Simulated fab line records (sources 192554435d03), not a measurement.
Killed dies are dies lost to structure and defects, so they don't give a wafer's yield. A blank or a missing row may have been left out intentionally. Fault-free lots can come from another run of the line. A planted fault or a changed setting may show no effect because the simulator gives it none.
A single fault, viewed from 3 desks    flow n5_finfet    only its own numbers are on each desk; what lay behind them is given at the end

## AT THE TOOL OWNER'S DESK: cmp-02
The tool's own readings at N5_BEOL_M0_CMP_120 (polishes, stops on SiOC, t overpolish 6.9 s): means of the sampled wafers that have a number, for each lot that ran on this tool. Any lot whose mean is over 4 standard deviations away from the usual mean is out of limits and marked OUT; that distance is given in the brackets.
Columns: A = barrier_field_endpoint_s at N5_BEOL_M0_CMP_120, usual 3.67 s; B = motor_current_A at N5_BEOL_M0_CMP_120, usual 6.2 A; C = overpolish_run_s at N5_BEOL_M0_CMP_120, usual 6.899 s; D = retaining_ring_pressure_frac at N5_BEOL_M0_CMP_120, usual 1.000; E = time_to_endpoint_s at N5_BEOL_M0_CMP_120, usual 62.6 s
lot   first seen here  A               B    C      D      E
L836  day 6 02:25      3.78            6.6  6.901  1.008  65.9
L844  day 8 09:09      3.55            5.9  6.884  0.997  62.4
L845  day 8 15:26      3.67            6.8  6.896  1.000  61.4
L846  day 8 17:13      3.71            6.5  6.897  1.003  63.1
L849  day 9 12:50      5.70 (+16) OUT  6.8  6.897  1.004  73.3 (+4.3) OUT
L851  day 9 21:28      5.66 (+15) OUT  6.5  6.905  1.004  71.8
L856  day 11 06:01     7.00 (+26) OUT  7.1  6.890  0.998  81.3 (+7.5) OUT
This desk finds L849, L851, L856 out of limits, L849 being first, at day 9 12:50 (barrier_field_endpoint_s at N5_BEOL_M0_CMP_120). Within limits: L836, L844, L845, L846.

## METROLOGY DESK
What the gauges read, lot by lot, whatever tool the lot ran on: means of the sampled wafers that have a number. Any lot whose mean is over 4 standard deviations away from the usual mean is out of limits and marked OUT; that distance is given in the brackets. Only the readings that lie furthest out on some lot appear, 7 of the 10 it has.
Columns: A = DIBL_N at N5_BEOL_M4_RC_MEAS_101, usual 35.8 mV/V; B = DIBL_P at N5_BEOL_M4_RC_MEAS_101, usual 35.3 mV/V; C = IOFF_P at N5_BEOL_M4_RC_MEAS_101, usual 0.194 nA/um; D = ION_P at N5_BEOL_M4_RC_MEAS_101, usual 456 uA/um; E = SS_N at N5_BEOL_M4_RC_MEAS_101, usual 71.4 mV/dec; F = SS_P at N5_BEOL_M4_RC_MEAS_101, usual 73.1 mV/dec; G = VT_P at N5_BEOL_M4_RC_MEAS_101, usual -252 mV
lot   first seen here  A     B     C      D    E     F     G
L836  day 9 17:53      34.9  35.1  0.173  458  71.4  73.0  -255
L838  day 10 07:59     36.6  36.7  0.207  457  71.5  73.6  -252
L837  day 11 02:30     37.1  36.1  0.205  444  72.6  73.7  -252
L843  day 12 05:59     34.2  35.8  0.210  465  71.0  72.6  -248
L844  day 12 09:15     36.4  35.5  0.223  464  71.5  73.3  -246
L846  day 12 12:49     35.4  33.9  0.183  455  70.8  72.6  -252
L845  day 12 13:01     34.7  35.8  0.219  463  71.4  73.5  -248
L849  day 12 23:25     33.9  32.7  0.162  453  71.0  72.5  -254
L851  day 14 02:01     37.0  36.5  0.206  464  71.6  73.9  -249
L858  day 15 11:44     37.0  35.5  0.218  463  71.0  73.4  -250
Result from this desk: across the 10 lots, nothing is out of limits.

## THE DEFECT DESK
Inspection counts along the route, by lot: the mean over sampled wafers that carry a number. Any lot whose mean is over 4 standard deviations away from the usual mean is out of limits and marked OUT; that distance is given in the brackets.
Columns: A = raw_defect_count at N5_BEOL_M0_INSPECT_127, usual 67
lot   first seen here  A
L836  day 6 03:04      74
L837  day 6 16:29      76
L838  day 6 21:59      42
L843  day 7 21:15      67
L844  day 8 09:42      96
L845  day 8 16:01      47
L846  day 8 17:47      130
L849  day 9 13:25      1788 (+75) OUT
L851  day 9 22:05      1841 (+77) OUT
L856  day 11 06:26     3538 (+99 or more) OUT
L858  day 11 23:37     51
This desk finds L849, L851, L856 out of limits, L849 being first, at day 9 13:25 (raw_defect_count at N5_BEOL_M0_INSPECT_127). Within limits: L836, L837, L838, L843, L844, L845, L846, L858.

## ALL TOGETHER
The tool owner's desk could have raised an alarm at day 9 12:50, on L849, L851, L856.
The defect desk could have raised an alarm at day 9 13:25, on L849, L851, L856.
From the metrology desk's view, nothing was out of limits.
The metrology desk has L849, L851 on record, within its limits.
The metrology desk has no number on record for L856.
Every lot named ran N5_BEOL_M0_CMP_120 on cmp-02.

## WHAT THE SIMULATOR HAD PUT IN
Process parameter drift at N5_BEOL_M0_CMP_120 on cmp-02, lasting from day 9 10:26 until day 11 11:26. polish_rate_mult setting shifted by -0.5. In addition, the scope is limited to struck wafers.
Struck lots among those shown: L849, L851, L856.
Hours from the fault's start to each desk's first reading out of limits: the tool owner's desk, 2; the defect desk, 3.
